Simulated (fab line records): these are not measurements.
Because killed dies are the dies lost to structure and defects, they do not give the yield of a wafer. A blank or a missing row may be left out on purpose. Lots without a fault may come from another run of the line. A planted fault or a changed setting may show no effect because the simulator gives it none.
The tool behind it: which one? ; flow n5 finfet ; 21 wafers from 7 lots sampled at 6 of the route's 1938 steps

## WHAT THE GAUGES SHOWED, per wafer
N5_BEOL_M6_CD_MEAS_18: pitch 80 nm, target cd 40 nm.
lot;measured;on;cd nm (nm)
L110;day 9 08:29;cd sem-02;40.1 40.3 39.9
L115;day 10 01:20;cd sem-03;40.2 39.7 38.9
L118;day 11 02:32;cd sem-03;- - -
L121;day 11 21:57;cd sem-03;38.8 39.1 40.2
L123;day 12 09:18;cd sem-02;39.7 39.7 39.5
L127;day 13 03:14;cd sem-01;39.4 38.5 39.1
L128;day 13 21:59;cd sem-03;39.6 40.5 39.8

## TOOL THAT RAN EACH LOT (tool first, then ch and the chambers of the sampled wafers, then the start)
lot;N5_BEOL_M5_PRE_CLEAN_77;N5_BEOL_M6_DESCUM_16;N5_BEOL_M6_ETCH_61;N5_BEOL_M6_ETCH_62;N5_BEOL_M6_HM_OPEN_17
L110;cvd co-01 ch 1,2, day 9 05:37;rie diel-04 ch 1,2,3, day 9 08:01;rie diel-04 ch 1,2,3, day 9 08:03;rie diel-04 ch 1,2,3, day 9 08:07;rie metal-03 ch 0,1, day 9 08:17
L115;cvd co-02 ch 0,1, day 9 21:16;rie diel-04 ch 1,2, day 10 00:53;rie diel-04 ch 1,2, day 10 00:55;rie diel-04 ch 1,2, day 10 00:58;rie metal-01 ch 0,1, day 10 01:10
L118;cvd co-02 ch 0,2, day 10 22:14;rie diel-04 ch 0,1,2, day 11 02:05;rie diel-04 ch 0,1,2, day 11 02:07;rie diel-04 ch 0,1,2, day 11 02:10;rie metal-01 ch 0,1, day 11 02:22
L121;cvd co-02 ch 0,1,2, day 11 18:35;rie diel-06 ch 0,1,2, day 11 21:19;rie diel-06 ch 0,1,2, day 11 21:22;rie diel-06 ch 0,1,2, day 11 21:25;rie metal-02 ch 0,1, day 11 21:38
L123;cvd co-01 ch 0,1,2, day 12 07:01;rie diel-04 ch 0,2,3, day 12 08:49;rie diel-04 ch 0,2,3, day 12 08:50;rie diel-04 ch 0,2,3, day 12 08:54;rie metal-01 ch 0,1, day 12 09:05
L127;cvd co-01 ch 0,1,2, day 13 00:15;rie diel-05 ch 0,2, day 13 02:47;rie diel-05 ch 0,2, day 13 02:49;rie diel-05 ch 0,2, day 13 02:52;rie metal-02 ch 0,1, day 13 03:05
L128;cvd co-02 ch 0,1,2, day 13 19:04;rie diel-04 ch 0,1, day 13 21:32;rie diel-04 ch 0,1, day 13 21:34;rie diel-04 ch 0,1, day 13 21:37;rie metal-03 ch 0, day 13 21:49
- N5_BEOL_M5_PRE_CLEAN_77: time 15 s.
- N5_BEOL_M6_DESCUM_16: chemistry O2, time 7.9 s.
- N5_BEOL_M6_ETCH_61: etches SiARC in CF4, target depth 45.5 nm, time 75.8 s.
- N5_BEOL_M6_ETCH_62: etches SOC in N2/H2, target depth 110 nm, overetch 22 nm, time 165 s.
- N5_BEOL_M6_HM_OPEN_17: chemistry Cl2/BCl3, target TiN, target depth 20 nm, overetch 6 nm.

## THE ANSWER, worked out from the rows above alone
Rule: the usual values come from the lots themselves. Put in order of their means at a reading, lots are off if they are a third of the lots or fewer, leave a main group of 4 or more, and stand apart from it by a gap of 3 or more times the standard deviation of the main group's means; of several such gaps the widest counts. Not used: any main group whose means are identical at the precision the tables above print for the reading. A lot without any number at a reading at which 4 lots or more have one is off too. All remaining lots with rows at the step are treated as sound.
Off, at N5_BEOL_M6_CD_MEAS_18 on cd nm: L118. Without a number there: L118. The main group has a mean of 39.6 nm with a standard deviation of 0.36.
If a tool, at a process step before that reading, ran all the lots that are off and no sound lot after the first of them, it fits. Those tools and the gauges at N5_BEOL_M6_CD_MEAS_18 are tried in the same way. No candidate that was tried fits.

## WHAT THE SIMULATOR PUT IN
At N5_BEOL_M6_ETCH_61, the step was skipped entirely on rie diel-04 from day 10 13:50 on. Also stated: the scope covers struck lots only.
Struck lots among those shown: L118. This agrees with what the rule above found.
